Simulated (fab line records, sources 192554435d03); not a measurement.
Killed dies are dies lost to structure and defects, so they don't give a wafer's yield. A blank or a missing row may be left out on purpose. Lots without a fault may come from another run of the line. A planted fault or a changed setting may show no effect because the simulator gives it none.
Chamber matching | flow n5_finfet | N5_BEOL_M5_CURE_80 on uv_cure-01: 3 sister chambers
The step cures SiCOH lowk, time 120 s. 3 wafers are shown with their chamber, then 10 later ones without.

WAFERS WITH THEIR CHAMBER
wafer  | chamber | wafer_temp_C_max
L084.6 | 1       | 373.3
L089.6 | 2       | 371.4
L091.3 | 0       | 372.5

WAFERS WITHOUT THEIR CHAMBER
wafer  | wafer_temp_C_max
L091.5 | 373.1
L092.4 | 372.1
L092.5 | 373.1
L092.6 | 373.7
L094.1 | 372.4
L094.4 | 372.0
L094.6 | 372.5
L094.2 | 372.1
L094.3 | 373.9
L094.5 | 372.8

WHICH CHAMBER EACH WENT THROUGH
wafer  | from the rows above     | in truth
L091.5 | can't be placed: 1 or 0 | 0
L092.4 | can't be placed: 0 or 2 | 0
L092.5 | can't be placed: 1 or 0 | 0
L092.6 | 1                       | 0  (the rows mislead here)
L094.1 | 0                       | 0
L094.4 | can't be placed: 0 or 2 | 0
L094.6 | 0                       | 0
L094.2 | can't be placed: 0 or 2 | 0
L094.3 | 1                       | 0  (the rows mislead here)
L094.5 | can't be placed: 0 or 1 | 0
Placed correctly: 2 of 10. Can't be placed from these rows: 6 (the true chamber is among the candidates in 6). Placed wrongly: 2.
How it was worked out, from the rows above alone: a wafer's distance from a chamber is the root of the sum, over the readings, of the square of ((its reading less the chamber's mean) divided by the reading's scatter). The wafer belongs to the nearest chamber; if the next one is less than 2 further off, it can't be placed. A chamber's mean is the mean of its shown wafers. The scatter: with one shown wafer a chamber, the root of the mean of the squares of how far each hidden wafer lies from its nearest shown one.
